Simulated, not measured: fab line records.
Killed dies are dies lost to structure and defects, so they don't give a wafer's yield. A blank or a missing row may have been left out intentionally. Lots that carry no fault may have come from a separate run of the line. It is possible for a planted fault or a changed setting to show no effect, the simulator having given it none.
fab line records ; flow n5Finfet
[record] lots = 5; wafers = 15; lastDay = 16
route steps=1938 shown WELL_APT@21 PMOS_HMC_CHANNEL_EPI@57 BEOL_M4@1111
lots with no fault: from the same line, run without faults
startH: the number of hours between the record's first day and the start of the first shown wafer of the lot ; waitH: how many hours have passed since the lot's step before this one ; " repeats the value in the row above ; L1.1+2: several wafers, shown together as one row ; - no value, or no start given ; * or withheld: withheld ; < > ~ a bound
route shown NAME@n: NAME is a module with steps in the file, n the number in the route of the first one ; usual: mean/standard deviation taken from wafers without a fault ; same: alike in all rows ; chamber/n: place in a boat ; sites: the reading at each site ; _std_site: the standard deviation of these ; _edge_site: inner sites' mean taken away from outer sites' mean ; radiusMm: for every site, how far away it sits from the centre of the wafer ; mask NAME#n: copy n ; behind: the tool/chamber that last shaped the wafer ; hold: cause of the lot's hold/its duration in hours/its outcome ; device: transistor that didn't switch, given as n, p or np ; end of line: tests run on the same wafers once the route is complete ; a step given without rows: its recipe and nothing more ; killed: not the wafer's yield, but the dies lost to structure and defects at the first sort ; map: a wafer's dies, x killed, . not, _ none there
set.NAME: setting as actually run; set.NAME@STEP: the setting as run at that earlier step ; model.NAME: the simulator's own value behind a step, which no gauge read
a table for each step, a row for each wafer; lots at some steps of the route
services: when a tool's chamber went out of use (startH, in hours from the record's first day, below 0 if earlier), for how many hours, and the reason
[[steps]]
[step N5_WELL_APT_COAT_02]
[recipe] spinRpm = 1357; resistThkNm = 950
[step N5_WELL_APT_EBR_04]
[recipe] solvent = PGMEA; ebrWidthMm = 1.5
[step N5_WELL_APT_SOFTBAKE_03]
[recipe] tempC = 130; timeS = 60
[step N5_WELL_APT_EXPOSE_05]
[recipe] maskId = NWELL; na = 0.8; sourceShape = conventional; sigmaOuter = 0.8; polarization = unpolarized; defocusNm = 0; targetCdNm = 200; doseMj = 20.3
[step N5_WELL_APT_PEB_06]
[recipe] pebTempC = 130; pebTimeS = 90
[step N5_WELL_APT_DEVELOP_07]
[recipe] developTimeS = 45; rinseLiquid = surfactantRinse; dry = airSpin; devTempC = 21
[step N5_WELL_APT_HARDBAKE_12]
[recipe] tempC = 130; timeS = 120
[step N5_WELL_APT_DESCUM_13]
[recipe] chemistry = O2; timeS = 7.9; sourcePowerW = 50; biasPowerW = 20; pressureMtorr = 20; rfFrequencyHz = 2.712e+07; tempC = 40; o2FlowSccm = 225
[step N5_WELL_APT_IMPLANT_14]
[recipe] species = P; energyKev = 160; doseCm2 = 1.5e+13; tiltDeg = 0; rotationDeg = 0
[step N5_WELL_APT_IMPLANT_15]
[recipe] species = As; energyKev = 25; doseCm2 = 1.5e+13; tiltDeg = 0; rotationDeg = 0
[usual] beamEnergyKeV = 24.998/0.0074; beamOnS = 10.02/0.19; doseIonsCm2 = 1.5001e+13/1.6e+10; faradayCurrentUA = 190/3.6; tiltDeg = -0.005/0.021
lot.wafer;tool;chamber;startH;waitH;beamEnergyKeV;beamOnS;doseIonsCm2;faradayCurrentUA;tiltDeg
L187.2;implanter-01;0;20.10;0.1;24.996;10.27;1.5005e+13;186;-0.014
L187.3;implanter-01;0;20.10;0.1;25.001;9.90;1.4992e+13;192;-0.040
L187.6;implanter-01;0;20.10;0.1;24.995;9.81;1.4988e+13;194;0.021
L190.1;implanter-01;0;38.53;0.1;25.000;9.97;2.2995e+13;293;0.021
L190.3;implanter-01;0;38.53;0.1;24.996;10.21;2.3005e+13;286;0.012
L190.4;implanter-01;0;38.53;0.1;25.017;10.09;2.2978e+13;289;0.036
L191.1;implanter-01;0;44.21;0.1;24.993;10.15;2.2974e+13;286;0.008
L191.2;implanter-01;0;44.21;0.1;24.996;10.18;2.2989e+13;287;0.001
L191.5;implanter-01;0;44.21;0.1;25.008;10.47;2.2991e+13;277;0.022
L193.2;implanter-01;0;56.29;0.1;25.001;10.11;2.2964e+13;289;0.013
L193.4;implanter-01;0;56.29;0.1;24.993;9.79;2.2976e+13;298;0.003
L193.5;implanter-01;0;56.29;0.1;25.002;10.07;2.3008e+13;289;0.010
L201.3;implanter-02;0;105.23;0.1;24.998;10.38;1.4989e+13;184;-0.023
L201.4;implanter-02;0;105.23;0.1;25.000;9.97;1.4979e+13;190;-0.006
L201.6;implanter-02;0;105.23;0.1;25.001;9.96;1.4999e+13;193;-0.005
[step N5_WELL_APT_STRIP_16]
[recipe] chemistry = SPM; timeS = 900; tempC = 130; h2so4H2o2VolRatio = 4; dry = ipaMarangoni
[step N5_WELL_APT_HMDS_18]
[recipe] timeS = 60; tempC = 120
[step N5_WELL_APT_COAT_19]
[recipe] spinRpm = 1357; resistThkNm = 950
[step N5_WELL_APT_EBR_21]
[recipe] solvent = PGMEA; ebrWidthMm = 1.5
[step N5_WELL_APT_SOFTBAKE_20]
[recipe] tempC = 130; timeS = 60
[step N5_WELL_APT_EXPOSE_22]
[recipe] maskId = PWELL; na = 0.8; sourceShape = conventional; sigmaOuter = 0.8; polarization = unpolarized; defocusNm = 0; targetCdNm = 200; doseMj = 23.2
[step N5_WELL_APT_PEB_23]
[recipe] pebTempC = 130; pebTimeS = 90
[step N5_WELL_APT_DEVELOP_24]
[recipe] developTimeS = 45; rinseLiquid = surfactantRinse; dry = airSpin; devTempC = 21
[step N5_WELL_APT_HARDBAKE_29]
[recipe] tempC = 130; timeS = 120
[step N5_WELL_APT_DESCUM_30]
[recipe] chemistry = O2; timeS = 7.9; sourcePowerW = 50; biasPowerW = 20; pressureMtorr = 20; rfFrequencyHz = 2.712e+07; tempC = 40; o2FlowSccm = 225
[step N5_WELL_APT_IMPLANT_31]
[recipe] species = B; energyKev = 60; doseCm2 = 1.5e+13; tiltDeg = 0; rotationDeg = 0
[step N5_WELL_APT_IMPLANT_32]
[recipe] species = BF2; energyKev = 50; doseCm2 = 2e+13; tiltDeg = 0; rotationDeg = 0
[step N5_WELL_APT_STRIP_33]
[recipe] chemistry = SPM; timeS = 900; tempC = 130; h2so4H2o2VolRatio = 4; dry = ipaMarangoni
[step N5_WELL_APT_RTA_34]
[recipe] tempC = 1000; timeS = 10; ambient = N2; idleTempC = 600; rampUpCPerS = 150; rampDownCPerS = 60; coolToC = 600
[step N5_WELL_APT_OXIDE_STRIP_42]
[recipe] chemistry = dHF; dilution = 25:1; timeS = 45; tempC = 25; target = SiO2; targetDepthA = 120
[step N5_WELL_APT_PRECLEAN_36]
[recipe] chemistry = O3/DIW; timeS = 45; tempC = 22; o3Ppm = 10
[step N5_WELL_APT_PRECLEAN_39]
[recipe] chemistry = dHF; timeS = 60; dilution = 150:1; tempC = 25
[step N5_WELL_APT_SRD_37]
[recipe] dry = ipaMarangoni; doPpb = 5; timeS = 30; tempC = 23; rinseLiquid = diw
[step N5_WELL_APT_EPI_41]
[recipe] material = Si; targetThkA = 500; tempC = 650; precursor = SiH4/H2; pressureTorr = 20; timeS = 297.7
[step N5_PMOS_HMC_CHANNEL_EPI_HM_DEP_34]
[recipe] material = SiO2; targetThkA = 360; tempC = 400; precursor = TEOS/O2; pressureTorr = 6.5; rfW = 900; teosFlowSccm = 161.4; gas = O2; flowSccm = 2650; timeS = 6.9
[step N5_PMOS_HMC_CHANNEL_EPI_COAT_31]
[recipe] resist = BARC; tempC = 205; timeS = 60; spinRpm = 1500; resistThkNm = 66
[step N5_PMOS_HMC_CHANNEL_EPI_COAT_03]
[recipe] resist = CAR-ArF-block; spinRpm = 1500; resistThkNm = 205
[step N5_PMOS_HMC_CHANNEL_EPI_EBR_05]
[recipe] solvent = PGMEA; ebrWidthMm = 1.5
[step N5_PMOS_HMC_CHANNEL_EPI_SOFTBAKE_04]
[recipe] tempC = 110; timeS = 60; resist = CAR-ArF-block
[step N5_PMOS_HMC_CHANNEL_EPI_EXPOSE_06]
[recipe] maskId = PMOS_HMC_BLK; na = 1.35; sourceShape = conventional; sigmaOuter = 0.8; polarization = unpolarized; targetCdNm = 240; doseMj = 41
[step N5_BEOL_M4_RC_MEAS_101]
[usual] CJ_P = 5.79/0.15; DIBL_N = 35.9/1.3; DIBL_P = 35.9/1.5; IOFF_N = 0.152/0.023; IOFF_P = 0.204/0.027; IOFF_P_LONG = 0.000104/8.4e-06; ION_N = 673/9.2; ION_P = 462/6.7; SS_N = 71.4/0.48; SS_P = 73.2/0.55; VT_N = 250.3/2.6; VT_P = -250.6/3
lot.wafer;tool;chamber;startH;waitH;CJ_P;DIBL_N[mV/V];DIBL_P[mV/V];IOFF_N[nA/um];IOFF_P[nA/um];IOFF_P_LONG[nA/um];ION_N[uA/um];ION_P[uA/um];SS_N[mV/dec];SS_P[mV/dec];VT_N[mV];VT_P[mV]
L187.2;prober-01;0;186.90;0.2;5.97;36.3;36.8;0.184;0.213;0.000105;683;467;71.4;73.1;248.1;-252.1
L187.3;prober-01;0;186.90;0.2;5.90;36.2;37.6;0.185;0.225;0.000104;687;459;70.6;73.6;247.5;-253.5
L187.6;prober-01;0;186.90;0.2;5.82;36.2;37.2;0.184;0.215;0.0001;670;458;71.2;73.9;245.4;-253.0
L191.1;prober-01;0;208.44;0.0;7.37;33.9;33.2;0.111;0.162;0.000146;667;464;70.2;72.2;252.3;-254.4
L191.2;prober-01;0;208.44;0.0;7.56;35.6;35.3;0.142;0.189;0.000152;664;457;71.1;73.5;251.6;-250.6
L191.5;prober-01;0;208.44;0.0;7.32;36.7;36.9;0.156;0.214;0.000141;678;469;71.8;73.6;248.0;-251.5
L190.1;prober-01;0;213.05;0.0;7.02;35.6;35.8;0.123;0.168;0.00013;667;459;70.5;73.0;254.2;-253.9
L190.3;prober-01;0;213.05;0.0;7.29;36.8;36.9;0.144;0.197;0.000143;658;456;70.9;73.3;252.0;-252.1
L190.4;prober-01;0;213.05;0.0;7.26;35.9;35.8;0.131;0.171;0.000141;670;455;70.7;73.4;253.7;-253.5
L193.2;prober-02;0;240.23;0.3;7.05;35.5;36.0;0.136;0.188;0.000142;672;460;71.6;72.7;254.0;-252.8
L193.4;prober-02;0;240.23;0.3;7.26;36.8;37.3;0.160;0.212;0.000148;691;466;70.9;73.4;249.5;-248.6
L193.5;prober-02;0;240.23;0.3;7.30;36.0;36.1;0.141;0.188;0.000153;668;460;70.9;73.9;252.9;-250.9
L201.3;prober-02;0;278.40;0.3;5.77;36.0;33.2;0.112;0.145;9.6e-05;662;450;71.1;72.5;253.4;-256.7
L201.4;prober-02;0;278.40;0.3;5.70;37.0;34.8;0.124;0.166;9.3e-05;653;452;71.4;73.6;254.0;-252.9
L201.6;prober-02;0;278.40;0.3;5.74;38.0;35.9;0.144;0.185;9.4e-05;665;457;71.1;72.6;250.3;-252.9
[[services]]
tool;chamber;startH;hours;kind
implanter-01;-;3.78;2.2;repair
implanter-02;-;33.76;6.1;repair
implanter-01;-;58.91;0.5;repair
implanter-01;-;72.68;21.2;pm
[[key]]
[firstSign] step = N5_WELL_APT_IMPLANT_15; reading = doseIonsCm2; direction = up; sigmas = 99+; usual = 1.5001e+13; struck = 2.2987e+13
[effect] step = N5_WELL_APT_IMPLANT_15; reading = faradayCurrentUA; direction = up; sigmas = 27; usual = 190; struck = 288
[effect] step = N5_BEOL_M4_RC_MEAS_101; reading = CJ_P; direction = up; sigmas = 9.9; usual = 5.79; struck = 7.27
[effect] step = N5_BEOL_M4_RC_MEAS_101; reading = IOFF_P_LONG; direction = up; sigmas = 4.7; usual = 0.000104; struck = 0.000144
metAt N5_WELL_APT_IMPLANT_15
struckWafers L190.1,L190.3,L190.4,L191.1,L191.2,L191.5,L193.2,L193.4,L193.5
onsetBetween 20.10 38.53
[fault] kind = processParameterDrift; tool = implanter-01; chamber = -; onsetH = 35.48; steps = N5_WELL_APT_IMPLANT_15; channel = doseCm2; offset = 7.9839e+12; shape = step; endH = 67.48; actsIn = theseRecipesOnly; stated = 1.5e+13
